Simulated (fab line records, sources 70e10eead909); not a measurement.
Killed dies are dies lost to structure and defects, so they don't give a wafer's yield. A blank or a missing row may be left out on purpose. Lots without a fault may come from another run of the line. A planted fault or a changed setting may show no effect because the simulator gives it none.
fab line records | flow nand_harc
record lots=13 wafers=39 last_day=33
route steps=1302 shown P_GATE@141 P_CONTACT@218 END@1302
lots that met no fault: from a run of the same line without faults
start_h: hours from the record's first day to the start of the lot's first wafer shown | wait_h: hours since the lot's step before | " the same as in the row above | L1.1+2: a row that stands for several wafers | - no value, or no start given | * or withheld: withheld | < > ~ a bound
route shown NAME@n: a module of which the file shows steps, and the number in the route of the first | usual: mean/standard deviation of fault-free wafers | same: alike in all rows | chamber/n: place in a boat | sites: the reading at each site | _std_site: their standard deviation | _edge_site: outer sites' mean less inner sites' | radius_mm: how far each site lies from the wafer's centre | mask NAME#n: copy n | behind: the tool/chamber that last shaped the wafer | hold: why the lot was held/for how many hours/how that ended | device: the transistor (n, p or np) that didn't switch | end of line: the same wafers' tests at the end of the route | a step without rows: its recipe alone | killed: dies lost to structure and defects at the first sort, not the wafer's yield | map: a wafer's dies, x killed, . not, _ none there
set.NAME: the setting as run; set.NAME@STEP: as run at that earlier step | model.NAME: the simulator's own value behind a step, which no gauge read
steps of the route over a sample of lots; a table a step, a row a wafer
services: from which hour (start_h, from the record's first day; less than 0 if before it) a tool's chamber was out of use, for how many hours, and why
## steps
# step NHARC_P_GATE_CD_MEAS_26
# recipe target_cd_nm=120 landing_energy_ev=500
# usual cd_nm=120.4/0.65
# columns lot.wafer tool chamber start_h wait_h cd_nm
L409.1 cd_sem-01 0 114.37 - 120.3
L409.2 " 0 " " 120.4
L409.5 " 0 " " 120.0
L412.1 cd_sem-03 0 142.26 - 120.7
L412.2 " 0 " " 120.6
L412.5 " 0 " " 120.1
L413.3 cd_sem-01 0 160.62 - 120.4
L413.5 " 0 " " 119.6
L413.6 " 0 " " 119.2
L415.1 cd_sem-01 0 172.17 - 119.5
L415.3 " 0 " " 119.8
L415.5 " 0 " " 119.5
L419.2 cd_sem-01 0 220.53 - 119.1
L419.3 " 0 " " 120.1
L419.6 " 0 " " 119.9
L421.4 cd_sem-03 0 242.57 - 121.5
L421.5 " 0 " " 120.3
L421.6 " 0 " " 120.4
L422.1 cd_sem-01 0 243.20 - 120.2
L422.3 " 0 " " 119.1
L422.4 " 0 " " 120.3
L423.2 cd_sem-03 0 258.01 - 120.9
L423.3 " 0 " " 119.4
L423.6 " 0 " " 120.9
L424.2 cd_sem-02 0 265.83 - 121.3
L424.3 " 0 " " 120.7
L424.6 " 0 " " 120.8
L425.1 cd_sem-03 0 278.75 - 121.1
L425.5 " 0 " " 120.6
L425.6 " 0 " " 120.9
L427.1 cd_sem-03 0 297.39 - 121.3
L427.3 " 0 " " 121.0
L427.6 " 0 " " 121.6
L428.1 cd_sem-01 0 307.62 - 121.9
L428.4 " 0 " " 121.3
L428.5 " 0 " " 121.0
L429.1 cd_sem-01 0 311.73 - 120.7
L429.3 " 0 " " 121.2
L429.4 " 0 " " 121.1
# step NHARC_P_GATE_EXPOSE_88
# recipe na=0.6 target_cd_nm=2000 dose_mj=11.87 mask_id=P_HVN
# columns lot.wafer tool chamber start_h wait_h mask
L409.1+2+5 krf_scanner-04 0 129.42 - P_HVN#0
L412.1+2+5 krf_scanner-04 0 159.58 - P_HVN_R1#0
L413.3+5+6 krf_scanner-04 0 175.68 - P_HVN#0
L415.1+3+5 krf_scanner-04 0 187.32 - P_HVN#0
L419.2+3+6 krf_scanner-03 0 235.74 - P_HVN#0
L421.4+5+6 krf_scanner-04 0 258.00 - P_HVN#0
L422.1+3+4 krf_scanner-03 0 259.07 - P_HVN#0
L423.2+3+6 krf_scanner-04 0 273.26 - P_HVN#0
L424.2+3+6 krf_scanner-03 0 283.16 - P_HVN#0
L425.1+5+6 krf_scanner-03 0 293.79 - P_HVN#0
L427.1+3+6 krf_scanner-03 0 312.41 - P_HVN#0
L428.1+4+5 krf_scanner-03 0 322.65 - P_HVN#0
L429.1+3+4 krf_scanner-03 0 326.82 - P_HVN#0
# step NHARC_P_GATE_CD_MEAS_91
# recipe target_cd_nm=2000 landing_energy_ev=500
# usual cd_nm=1999.8/1.9
# columns lot.wafer tool chamber start_h wait_h hold cd_nm
L409.1 cd_sem-01 0 129.58 - - 1998.4
L409.2 " 0 " " - 2000.6
L409.5 " 0 " " - 1998.8
L412.1 cd_sem-02 0 159.73 - await_dispo/0.2h/release 1888.9
L412.2 " 0 " " await_dispo/0.2h/release 1890.0
L412.5 " 0 " " await_dispo/0.2h/release 1891.5
L412.1 cd_sem-02 0 - - - 1888.8
L412.2 " 0 " " - 1890.1
L412.5 " 0 " " - 1891.0
L413.3 cd_sem-01 0 175.83 - - 1999.6
L413.5 " 0 " " - 2001.3
L413.6 " 0 " " - 2001.0
L415.1 cd_sem-01 0 187.47 - - 1997.0
L415.3 " 0 " " - 1996.8
L415.5 " 0 " " - 1994.4
L419.2 cd_sem-02 0 235.90 - - 2001.2
L419.3 " 0 " " - 2000.3
L419.6 " 0 " " - 2001.2
L421.4 cd_sem-02 0 258.14 - - 2004.1
L421.5 " 0 " " - 2000.9
L421.6 " 0 " " - 2000.9
L422.1 cd_sem-03 0 259.23 - - 1997.8
L422.3 " 0 " " - 2002.6
L422.4 " 0 " " - 1999.9
L423.2 cd_sem-01 0 273.42 - - 1997.8
L423.3 " 0 " " - 1998.9
L423.6 " 0 " " - 1997.7
L424.2 cd_sem-01 0 283.32 - - 2000.1
L424.3 " 0 " " - 2000.3
L424.6 " 0 " " - 2003.2
L425.1 cd_sem-02 0 293.94 - - 1999.5
L425.5 " 0 " " - 2002.5
L425.6 " 0 " " - 2000.6
L427.1 cd_sem-01 0 312.56 - - 1997.5
L427.3 " 0 " " - 1998.4
L427.6 " 0 " " - 2002.2
L428.1 cd_sem-02 0 322.81 - - 2000.2
L428.4 " 0 " " - 1999.5
L428.5 " 0 " " - 2000.7
L429.1 cd_sem-03 0 326.98 - - 1995.9
L429.3 " 0 " " - 1998.9
L429.4 " 0 " " - 1998.1
# step NHARC_P_GATE_DEGAS_109
# recipe temp_c=300 time_s=60
# usual heater_power_w=487/61
# columns lot.wafer tool chamber start_h wait_h heater_power_w
L409.1 pvd_sputter-01 - 131.72 0.1 561
L409.2 " - " " 501
L409.5 " - " " 586
L413.3 pvd_sputter-02 - 177.99 0.1 481
L413.6 " - " " 470
L413.5 " - " " 414
L415.3 pvd_sputter-02 - 189.58 0.1 483
L415.1 " - " " 409
L415.5 " - " " 476
L419.2 pvd_sputter-01 - 238.04 0.1 513
L419.3 " - " " 571
L419.6 " - " " 594
L421.4 pvd_sputter-03 - 260.29 0.1 408
L421.6 " - " " 403
L421.5 " - " " 464
L422.1 pvd_sputter-03 - 261.90 0.1 487
L422.4 " - " " 399
L422.3 " - " " 463
L423.2 pvd_sputter-03 - 275.55 0.1 396
L423.3 " - " " 469
L423.6 " - " " 400
L424.2 pvd_sputter-01 - 285.48 0.1 554
L424.3 " - " " 599
L424.6 " - " " 522
L425.1 pvd_sputter-01 - 296.12 0.1 521
L425.6 " - " " 529
L425.5 " - " " 561
L427.3 pvd_sputter-03 - 314.68 0.1 484
L427.1 " - " " 404
L427.6 " - " " 400
L428.1 pvd_sputter-03 - 324.93 0.1 478
L428.4 " - " " 475
L428.5 " - " " 471
L429.1 pvd_sputter-02 - 329.08 0.1 434
L429.4 " - " " 479
L429.3 " - " " 426
# step NHARC_P_CONTACT_DEP_00
# recipe target_thk_a=5000 temp_c=400 pressure_torr=6.5 rf_w=900 teos_flow_sccm=161.4 flow_sccm=2650 target_thk_nm=500 gas=O2 material=SiO2
# usual chamber_pressure_Torr=6.500/0.015 heater_power_w=533/82 throttle_valve_pct=15.7/0.56
# columns lot.wafer tool chamber start_h wait_h chamber_pressure_Torr heater_power_w since_wet_clean_h throttle_valve_pct
L409.2 pecvd-02 0 - - 6.499 554 74 16.0
L409.1 " 1 " " 6.482 486 74 16.0
L409.5 " 2 " " 6.519 384 - 15.9
L413.3 pecvd-03 0 - - 6.516 612 162 16.1
L413.5 " 2 " " 6.512 519 - 15.3
L413.6 " 1 " " 6.502 615 - 15.6
L415.1 pecvd-02 2 - - 6.504 305 132 15.8
L415.3 " 0 " " 6.507 552 132 15.9
L415.5 " 0 " " 6.531 597 - 16.1
L419.3 pecvd-01 0 - - 6.507 438 96 15.8
L419.2 " 2 " " 6.493 406 97 15.6
L419.6 " 2 " " 6.499 433 - 15.4
L421.6 pecvd-02 2 - - 6.507 387 - 15.8
L421.4 " 0 " " 6.507 555 - 15.7
L421.5 " 1 " " 6.520 483 - 15.3
L422.3 pecvd-01 0 - - 6.480 501 120 16.0
L422.1 " 1 " " 6.492 562 120 16.8
L422.4 " 1 " " 6.488 581 - 16.8
L423.2 pecvd-01 0 276.98 0.3 6.514 461 134 15.6
L423.3 " 0 " " 6.467 485 - 15.9
L423.6 " 1 " " 6.513 591 - 16.7
L424.3 pecvd-03 1 - - 6.505 621 89 15.4
L424.2 " 0 " " 6.477 661 89 15.8
L424.6 " 0 " " 6.509 520 - 16.3
L425.1 pecvd-01 0 - - 6.515 496 154 16.0
L425.6 " 1 " " 6.505 616 - 16.8
L425.5 " 2 " " 6.478 457 - 15.5
L427.3 pecvd-03 1 - - 6.496 569 118 15.8
L427.1 " 2 " " 6.508 438 118 14.9
L427.6 " 1 " " 6.485 607 - 15.7
L428.1 pecvd-03 2 - - 6.512 574 128 14.8
L428.5 " 2 " " 6.484 430 - 14.8
L428.4 " 0 " " 6.517 615 - 16.3
L429.3 pecvd-03 0 - - 6.500 547 132 16.2
L429.1 " 1 " " 6.522 660 132 15.5
L429.4 " 0 " " 6.502 592 - 16.2
# step NHARC_END_SORT_01
# recipe temp_c=25
# usual defect_limited_yield=91.1/2.9 killed_at_array=55/20 killed_at_other=0.7/0.96 killed_at_periphery=4.1/2.4 killed_dies=60/20 killed_open=3.3/1.9 killed_short=2.8/1.6
# same gross_dies=677
# columns lot.wafer tool chamber start_h wait_h defect_limited_yield[%] killed_at_array killed_at_other killed_at_periphery killed_dies killed_open killed_short
L422.1 prober-02 0 696.13 2.5 93.5 40 0 4 44 4 2
L422.3 prober-02 0 697.69 3.1 91.3 52 1 6 59 4 5
L422.4 prober-02 0 698.48 3.4 93.1 43 0 4 47 7 2
L421.4 prober-02 0 715.88 3.4 89.2 68 0 5 73 6 4
L421.5 prober-02 0 716.68 3.7 90.7 59 0 4 63 7 4
L421.6 prober-02 0 717.49 4.0 90.1 61 2 4 67 6 1
# killed by level:class
L422.1 A_CHANNEL_HOLE_D1:chamber_film_flake=31 A_SLIT:chamber_film_flake=3 P_CONTACT:geometric_particle:open=1 A_SOURCE_PLATE:geometric_particle:open=1 A_CHANNEL_FILL_D1:geometric_particle:short=1 A_ONON_D2:geometric_particle:open=1 A_WL_FILL:geometric_particle:short=1 A_BLC:geometric_particle:open=1
L422.3 A_CHANNEL_HOLE_D1:chamber_film_flake=34 A_STAIRCASE:chamber_film_flake=4 P_M0:chamber_film_flake=3 A_SLIT:chamber_film_flake=3 A_CHANNEL_FILL_D2:geometric_particle:short=2 P_GATE:chamber_film_flake=2 A_CONTACT:chamber_film_flake=2 A_ONON_D1:geometric_particle:open=1
L422.4 A_CHANNEL_HOLE_D1:chamber_film_flake=28 A_CONTACT:chamber_film_flake=3 A_DECK1_JOINT:geometric_particle:open=2 P_ZERO_WELL:chamber_film_flake=2 A_SLIT:chamber_film_flake=2 P_M0:geometric_particle:open=1 A_CHANNEL_FILL_D1:geometric_particle:open=1 A_CHANNEL_FILL_D2:geometric_particle:open=1
L421.4 A_CHANNEL_HOLE_D1:chamber_film_flake=35 A_CHANNEL_HOLE_D2:chamber_film_flake=17 A_SLIT:chamber_film_flake=4 A_CHANNEL_FILL_D2:geometric_particle:short=3 P_GATE:chamber_film_flake=3 A_CHANNEL_FILL_D1:geometric_particle:open=2 A_M0:geometric_particle:open=2 A_STAIRCASE:chamber_film_flake=2
L421.5 A_CHANNEL_HOLE_D1:chamber_film_flake=24 A_CHANNEL_HOLE_D2:chamber_film_flake=17 A_DECK1_JOINT:chamber_film_flake=4 A_STAIRCASE:chamber_film_flake=3 A_ONON_D1:geometric_particle:open=2 A_ONON_D1:geometric_particle:short=2 A_M0:geometric_particle:open=2 P_GATE:chamber_film_flake=2
L421.6 A_CHANNEL_HOLE_D1:chamber_film_flake=32 A_CHANNEL_HOLE_D2:chamber_film_flake=16 A_DECK1_JOINT:chamber_film_flake=3 A_STAIRCASE:chamber_film_flake=3 STARTING-WAFER:geometric_particle:open=2 A_SLIT:chamber_film_flake=2 A_CONTACT:chamber_film_flake=2 P_M0:geometric_particle:open=1
## services
# columns tool chamber start_h hours kind
krf_scanner-03 - 107.13 23.4 repair
pecvd-01 2 118.52 50.6 repair
pecvd-01 - 130.08 13.0 pm
pvd_sputter-01 - 141.20 0.8 repair
pvd_sputter-03 - 153.36 22.0 repair
pvd_sputter-03 - 175.37 10.0 pm
pecvd-02 - 176.27 1.7 repair
krf_scanner-04 - 182.00 4.0 pm
pecvd-03 - 185.02 13.0 pm
pecvd-03 0 185.02 13.0 vent_cycle
pecvd-01 - 202.01 5.5 repair
pecvd-02 - 210.41 5.7 repair
krf_scanner-03 - 224.00 4.0 pm
pvd_sputter-01 - 226.00 10.0 pm
pecvd-02 - 227.34 13.0 pm
krf_scanner-03 - 229.69 0.1 repair
pecvd-03 - 243.28 0.3 repair
krf_scanner-04 - 246.47 0.4 repair
pecvd-01 2 267.80 19.9 repair
pvd_sputter-02 - 273.81 3.4 repair
pvd_sputter-01 - 275.33 1.6 repair
krf_scanner-04 - 279.08 4.8 repair
pvd_sputter-02 - 282.00 10.0 pm
pecvd-01 - 311.08 13.0 pm
## key
first_sign step=NHARC_P_GATE_EXPOSE_88 reading=mask direction=changed
effect step=NHARC_P_GATE_CD_MEAS_91 reading=visit direction=added
effect step=NHARC_P_GATE_CD_MEAS_91 reading=cd_nm direction=down sigmas=58 usual=1999.8 struck=1890.1
met_at NHARC_P_GATE_EXPOSE_88
struck_lots L412
scrapped_behind NHARC_P_GATE_CD_MEAS_91 L412.1,L412.2,L412.5
not_acting_at NHARC_P_GATE_CD_MEAS_26,NHARC_P_GATE_DEGAS_109,NHARC_P_CONTACT_DEP_00
onset_between 129.42 159.58
fault kind=wrong_mask tool=any chamber=- onset_h=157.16 steps=NHARC_P_GATE_EXPOSE_88 aux_copy=P_HVN_R1#0 cd_offset_nm=-110.68 scope=struck_lots_only
